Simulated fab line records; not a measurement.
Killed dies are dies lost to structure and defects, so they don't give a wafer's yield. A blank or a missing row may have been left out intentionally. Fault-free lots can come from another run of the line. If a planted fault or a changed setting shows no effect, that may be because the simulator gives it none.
Matching of chambers ; flow n5 finfet ; rie diel-03 running N5_BEOL_M12_ETCH_67: 4 sister chambers
The step etches SiARC in CF4, target depth 143 nm, time 238.3 s. 14 wafers are shown with their chamber, then 7 later ones without.

== WAFERS, EACH WITH ITS CHAMBER ==
wafer;chamber;drypump motor current A (A);showerhead plenum p Torr (Torr);throttle valve pct (%)
L076.2;2;6.08;2.06;15.58
L076.4;0;5.43;2.13;15.96
L076.6;2;6.09;2.06;15.58
L074.2;3;5.89;2.12;15.65
L074.3;2;6.07;2.06;15.58
L074.4;1;5.95;2.04;15.96
L082.2;1;5.94;2.04;15.97
L082.3;0;5.46;2.12;15.99
L082.6;2;6.08;2.05;15.61
L085.2;0;5.43;2.12;16.02
L085.4;2;6.06;2.05;15.64
L085.5;2;6.07;2.05;15.64
L086.1;1;5.94;2.03;16.01
L086.2;2;6.07;2.05;15.64

SIGNATURES (averages over the wafers above)
reading;chamber 0;chamber 1;chamber 2;chamber 3;scatter within a chamber
drypump motor current A;5.4400;5.9433;6.0743;5.8900;0.0111
showerhead plenum p Torr;2.1233;2.0367;2.0543;2.1200;0.00552
throttle valve pct;15.9900;15.9800;15.6100;15.6500;0.0293
Rule: distance of a wafer from a chamber = root of the sum over the readings of ((wafer's reading minus chamber's mean) / reading's scatter) squared. If the next closest chamber is less than 2 further off than the closest, the wafer can't be placed; otherwise it belongs to the closest. How the scatter is found: for the shown wafers, subtract from each reading the mean of its chamber, square and add these, divide the total by (wafers less chambers), then take the root.

== WAFERS WITH NO CHAMBER GIVEN ==
wafer;drypump motor current A (A);showerhead plenum p Torr (Torr);throttle valve pct (%)
L086.4;5.88;2.11;15.17
L090.1;6.09;2.05;15.66
L090.2;5.93;2.03;16.04
L090.4;5.47;2.11;16.03
L091.2;6.07;2.04;15.68
L091.3;5.95;2.02;16.04
L091.5;5.40;2.11;16.05

== WHICH CHAMBER EACH ONE RAN IN ==
wafer;from the rows above;in truth
L086.4;3;3
L090.1;2;2
L090.2;1;1
L090.4;0;0
L091.2;2;2
L091.3;1;1
L091.5;0;0
Correctly placed: 7 of 7. Number that these rows cannot place: 0. 0 placed wrongly.
